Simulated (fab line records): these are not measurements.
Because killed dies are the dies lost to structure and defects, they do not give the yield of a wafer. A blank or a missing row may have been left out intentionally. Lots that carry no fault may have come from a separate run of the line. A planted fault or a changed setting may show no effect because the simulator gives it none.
Chamber matching / flow n5_finfet / pecvd-01 running N5_FIN_SAQP_PECVD_48: 3 sister chambers
The step deposits SiNx from SiH4/NH3/N2, target thk 25 nm, time 22.1 s. 3 wafers are shown with their chamber, then 11 later ones without.

WAFERS PAIRED WITH THEIR CHAMBERS
wafer=L091.1; chamber=1; showerhead_plenum_p_Torr (Torr)=5.08
wafer=L091.4; chamber=2; showerhead_plenum_p_Torr (Torr)=5.06
wafer=L092.4; chamber=0; showerhead_plenum_p_Torr (Torr)=5.26

WAFERS WITHOUT THEIR CHAMBER
wafer=L092.5; showerhead_plenum_p_Torr (Torr)=5.10
wafer=L092.6; showerhead_plenum_p_Torr (Torr)=5.07
wafer=L093.2; showerhead_plenum_p_Torr (Torr)=5.26
wafer=L093.3; showerhead_plenum_p_Torr (Torr)=5.07
wafer=L093.5; showerhead_plenum_p_Torr (Torr)=5.07
wafer=L096.1; showerhead_plenum_p_Torr (Torr)=5.08
wafer=L096.5; showerhead_plenum_p_Torr (Torr)=5.07
wafer=L096.6; showerhead_plenum_p_Torr (Torr)=5.07
wafer=L097.1; showerhead_plenum_p_Torr (Torr)=5.10
wafer=L097.3; showerhead_plenum_p_Torr (Torr)=5.07
wafer=L097.5; showerhead_plenum_p_Torr (Torr)=5.06

WHICH CHAMBER EACH ONE RAN IN
wafer=L092.5; from the rows above=can't be placed: 1 or 2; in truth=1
wafer=L092.6; from the rows above=can't be placed: 1 or 2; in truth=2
wafer=L093.2; from the rows above=0; in truth=0
wafer=L093.3; from the rows above=can't be placed: 1 or 2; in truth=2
wafer=L093.5; from the rows above=can't be placed: 1 or 2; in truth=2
wafer=L096.1; from the rows above=can't be placed: 1 or 2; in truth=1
wafer=L096.5; from the rows above=can't be placed: 1 or 2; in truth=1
wafer=L096.6; from the rows above=can't be placed: 1 or 2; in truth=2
wafer=L097.1; from the rows above=can't be placed: 1 or 2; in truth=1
wafer=L097.3; from the rows above=can't be placed: 1 or 2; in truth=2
wafer=L097.5; from the rows above=can't be placed: 2 or 1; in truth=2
1 of 11 placed correctly. Unplaceable from these rows: 10, with the true chamber sitting among the candidates in 10. Wrongly placed: 0.
How it was worked out, from the rows above alone: a wafer's distance from a chamber is the root of the sum, over the readings, of the square of ((its reading less the chamber's mean) divided by the reading's scatter). The wafer belongs to the nearest chamber; if the next one is less than 2 further off, it can't be placed. For every chamber, the mean is computed from those of its wafers that are shown. The scatter: root of mean squared gap, hidden wafer to nearest shown wafer, with one shown wafer a chamber.
